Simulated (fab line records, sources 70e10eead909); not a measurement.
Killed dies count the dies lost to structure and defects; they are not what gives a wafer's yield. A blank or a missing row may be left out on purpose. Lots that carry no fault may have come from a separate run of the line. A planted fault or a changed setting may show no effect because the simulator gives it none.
Matching of chambers || flow nandHarc || NHARC_A_CONTACT_DEP_58 on pecvd-01: 3 sister chambers
The step deposits SiON, target thk 90 nm. 16 wafers are shown with their chamber, then 8 later ones without.

WAFERS, EACH WITH ITS CHAMBER
{"wafer": "L075.2", "chamber": 2, "heaterPowerW (W)": 739, "chamberPressureTorr (Torr)": 3.500}
{"wafer": "L075.5", "chamber": 2, "heaterPowerW (W)": 747, "chamberPressureTorr (Torr)": 3.504}
{"wafer": "L075.6", "chamber": 0, "heaterPowerW (W)": 899, "chamberPressureTorr (Torr)": 3.488}
{"wafer": "L076.1", "chamber": 2, "heaterPowerW (W)": 715, "chamberPressureTorr (Torr)": 3.482}
{"wafer": "L076.3", "chamber": 0, "heaterPowerW (W)": 903, "chamberPressureTorr (Torr)": 3.508}
{"wafer": "L076.5", "chamber": 2, "heaterPowerW (W)": 704, "chamberPressureTorr (Torr)": 3.500}
{"wafer": "L080.1", "chamber": 1, "heaterPowerW (W)": 697, "chamberPressureTorr (Torr)": 3.508}
{"wafer": "L080.2", "chamber": 2, "heaterPowerW (W)": 751, "chamberPressureTorr (Torr)": 3.504}
{"wafer": "L080.6", "chamber": 2, "heaterPowerW (W)": 752, "chamberPressureTorr (Torr)": 3.499}
{"wafer": "L082.1", "chamber": 2, "heaterPowerW (W)": 729, "chamberPressureTorr (Torr)": 3.508}
{"wafer": "L082.4", "chamber": 0, "heaterPowerW (W)": 943, "chamberPressureTorr (Torr)": 3.507}
{"wafer": "L082.5", "chamber": 1, "heaterPowerW (W)": 667, "chamberPressureTorr (Torr)": 3.506}
{"wafer": "L091.2", "chamber": 2, "heaterPowerW (W)": 760, "chamberPressureTorr (Torr)": 3.490}
{"wafer": "L091.5", "chamber": 0, "heaterPowerW (W)": 971, "chamberPressureTorr (Torr)": 3.487}
{"wafer": "L091.6", "chamber": 1, "heaterPowerW (W)": 623, "chamberPressureTorr (Torr)": 3.506}
{"wafer": "L094.1", "chamber": 0, "heaterPowerW (W)": 940, "chamberPressureTorr (Torr)": 3.515}

SIGNATURES (means of the wafers above)
{"reading": "heaterPowerW", "chamber 0": 931.20, "chamber 1": 662.33, "chamber 2": 737.12, "scatter within a chamber": 26.4}
{"reading": "chamberPressureTorr", "chamber 0": 3.50100, "chamber 1": 3.50667, "chamber 2": 3.49838, "scatter within a chamber": 0.0094}
Rule: a wafer lies at a distance from a chamber equal to the root of the sum of squares, over the readings, of (its reading less the chamber's mean, divided by the reading's scatter). The wafer belongs to the nearest chamber; if the next one is less than 2 further off, it can't be placed. The scatter is the square root of a quotient: the sum, over the shown wafers, of each reading's squared deviation from its chamber's mean, divided by wafers minus chambers.

WAFERS WITHOUT THEIR CHAMBER
{"wafer": "L094.3", "heaterPowerW (W)": 668, "chamberPressureTorr (Torr)": 3.499}
{"wafer": "L094.4", "heaterPowerW (W)": 701, "chamberPressureTorr (Torr)": 3.502}
{"wafer": "L096.3", "heaterPowerW (W)": 744, "chamberPressureTorr (Torr)": 3.506}
{"wafer": "L096.4", "heaterPowerW (W)": 653, "chamberPressureTorr (Torr)": 3.496}
{"wafer": "L096.5", "heaterPowerW (W)": 759, "chamberPressureTorr (Torr)": 3.506}
{"wafer": "L095.1", "heaterPowerW (W)": 730, "chamberPressureTorr (Torr)": 3.496}
{"wafer": "L095.2", "heaterPowerW (W)": 643, "chamberPressureTorr (Torr)": 3.509}
{"wafer": "L095.3", "heaterPowerW (W)": 871, "chamberPressureTorr (Torr)": 3.488}

WHICH CHAMBER EACH ONE RAN IN
{"wafer": "L094.3", "from the rows above": "can't be placed: 1 or 2", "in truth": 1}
{"wafer": "L094.4", "from the rows above": "can't be placed: 2 or 1", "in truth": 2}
{"wafer": "L096.3", "from the rows above": 2, "in truth": 2}
{"wafer": "L096.4", "from the rows above": 1, "in truth": 1}
{"wafer": "L096.5", "from the rows above": 2, "in truth": 2}
{"wafer": "L095.1", "from the rows above": 2, "in truth": 2}
{"wafer": "L095.2", "from the rows above": 1, "in truth": 1}
{"wafer": "L095.3", "from the rows above": 0, "in truth": 0}
Placed correctly: 6 of 8. Cannot be placed on the basis of these rows: 2; the candidates contain the true chamber in 2. Wrongly placed: 0.
